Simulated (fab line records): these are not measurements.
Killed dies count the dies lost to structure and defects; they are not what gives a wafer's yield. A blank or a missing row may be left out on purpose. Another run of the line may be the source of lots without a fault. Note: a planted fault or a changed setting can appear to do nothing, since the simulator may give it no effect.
Split-lot trial / flow n5 finfet / 21 wafers read from 7 lots, route of 1938 steps

## ON THE SPLIT
At N5_BEOL_M2_TRENCH_ETCH_37 (etches SiOC in C4F6/O2, target depth 55.555 nm, time 29.2 s), the setting bias w was moved away from the recipe's 185 W on 4 of the 21 wafers read, by -12.7% to +10.5%. For the rest of the wafers, this setting stayed at what the recipe calls for.

The reading comes from the split's own step.

## THE READING
rf vpp V, in V, at N5_BEOL_M2_TRENCH_ETCH_37 (etches SiOC in C4F6/O2, target depth 55.555 nm, time 29.2 s). On this fab line, fault-free wafers typically give 665 V with a standard deviation of 13 V.

wafer=L075.1; tool, chamber at the split=rie diel-01, 1; bias w as run, W=185; against the recipe=recipe; rf vpp V, V=683; against lot-mates on the recipe=-
wafer=L075.2; tool, chamber at the split=rie diel-01, 2; bias w as run, W=202; against the recipe=+9.2%; rf vpp V, V=732; against lot-mates on the recipe=+52
wafer=L075.3; tool, chamber at the split=rie diel-01, 0; bias w as run, W=185; against the recipe=recipe; rf vpp V, V=676; against lot-mates on the recipe=-
wafer=L081.1; tool, chamber at the split=rie diel-03, 2; bias w as run, W=185; against the recipe=recipe; rf vpp V, V=661; against lot-mates on the recipe=-
wafer=L081.2; tool, chamber at the split=rie diel-03, 1; bias w as run, W=185; against the recipe=recipe; rf vpp V, V=660; against lot-mates on the recipe=-
wafer=L081.5; tool, chamber at the split=rie diel-03, 2; bias w as run, W=185; against the recipe=recipe; rf vpp V, V=662; against lot-mates on the recipe=-
wafer=L082.1; tool, chamber at the split=rie diel-05, 1; bias w as run, W=204.5; against the recipe=+10.5%; rf vpp V, V=708; against lot-mates on the recipe=+46
wafer=L082.2; tool, chamber at the split=rie diel-05, 2; bias w as run, W=185; against the recipe=recipe; rf vpp V, V=680; against lot-mates on the recipe=-
wafer=L082.5; tool, chamber at the split=rie diel-05, 0; bias w as run, W=185; against the recipe=recipe; rf vpp V, V=643; against lot-mates on the recipe=-
wafer=L084.3; tool, chamber at the split=rie diel-01, 2; bias w as run, W=185; against the recipe=recipe; rf vpp V, V=683; against lot-mates on the recipe=-
wafer=L084.5; tool, chamber at the split=rie diel-01, 2; bias w as run, W=176.4; against the recipe=-4.6%; rf vpp V, V=657; against lot-mates on the recipe=-12
wafer=L084.6; tool, chamber at the split=rie diel-01, 3; bias w as run, W=185; against the recipe=recipe; rf vpp V, V=656; against lot-mates on the recipe=-
wafer=L094.3; tool, chamber at the split=rie diel-05, 2; bias w as run, W=185; against the recipe=recipe; rf vpp V, V=680; against lot-mates on the recipe=-
wafer=L094.4; tool, chamber at the split=rie diel-05, 0; bias w as run, W=185; against the recipe=recipe; rf vpp V, V=654; against lot-mates on the recipe=-
wafer=L094.5; tool, chamber at the split=rie diel-05, 0; bias w as run, W=185; against the recipe=recipe; rf vpp V, V=653; against lot-mates on the recipe=-
wafer=L096.2; tool, chamber at the split=rie diel-01, 1; bias w as run, W=185; against the recipe=recipe; rf vpp V, V=684; against lot-mates on the recipe=-
wafer=L096.3; tool, chamber at the split=rie diel-01, 0; bias w as run, W=185; against the recipe=recipe; rf vpp V, V=674; against lot-mates on the recipe=-
wafer=L096.4; tool, chamber at the split=rie diel-01, 3; bias w as run, W=185; against the recipe=recipe; rf vpp V, V=654; against lot-mates on the recipe=-
wafer=L097.3; tool, chamber at the split=rie diel-05, 1; bias w as run, W=161.5; against the recipe=-12.7%; rf vpp V, V=584; against lot-mates on the recipe=-68
wafer=L097.5; tool, chamber at the split=rie diel-05, 1; bias w as run, W=185; against the recipe=recipe; rf vpp V, V=652; against lot-mates on the recipe=-
wafer=L097.6; tool, chamber at the split=rie diel-05, 0; bias w as run, W=185; against the recipe=recipe; rf vpp V, V=653; against lot-mates on the recipe=-

FIT RESULTS
A straight line over all 21 wafers: rf vpp V changes by +5.64 V for each +1% of bias w; r = +0.87; the points scatter about the line by 14 V.
The same after taking each lot's own level away (the mean of its wafers on the recipe; 21 wafers): +5.02 V for each +1%; r = +0.90; scatter 11 V.
The reading moves by 64 V for the largest change in bias w, on that fit.
The lots' own levels span 652.5 to 679.5 V, that is 2.1 times the standard deviation above.
So the lot-to-lot level changes the slope: the two fits differ.
Check: with one of the wafers moved furthest among these (-12.7%) left out of the fit, the line predicts -58.8 V for it against its lot-mates. It came out at -68.5 V against them.
Tool readings at the split's step, against how far the setting was moved: rf vpp V r = +0.87.

## ADDITIONAL SPLITS CARRIED BY THESE WAFERS
These wafers also went through other splits before the reading. Each is held against what the fit with the lots' levels taken away leaves over:
other split on the same wafers=N5_BEOL_M2_EXPOSE_25 dose mj; wafers away from the commonest value=8; r with rf vpp V (lot level and that fit taken away)=-0.10
other split on the same wafers=N5_BEOL_M2_ETCH_69 bias w; wafers away from the commonest value=11; r with rf vpp V (lot level and that fit taken away)=+0.19
other split on the same wafers=N5_BEOL_M2_VIA_ETCH_34 time s; wafers away from the commonest value=10; r with rf vpp V (lot level and that fit taken away)=-0.08

## THE FILE'S OWN FIT
rf vpp V changes by +5.04 V for each +1% of bias w, r = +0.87.
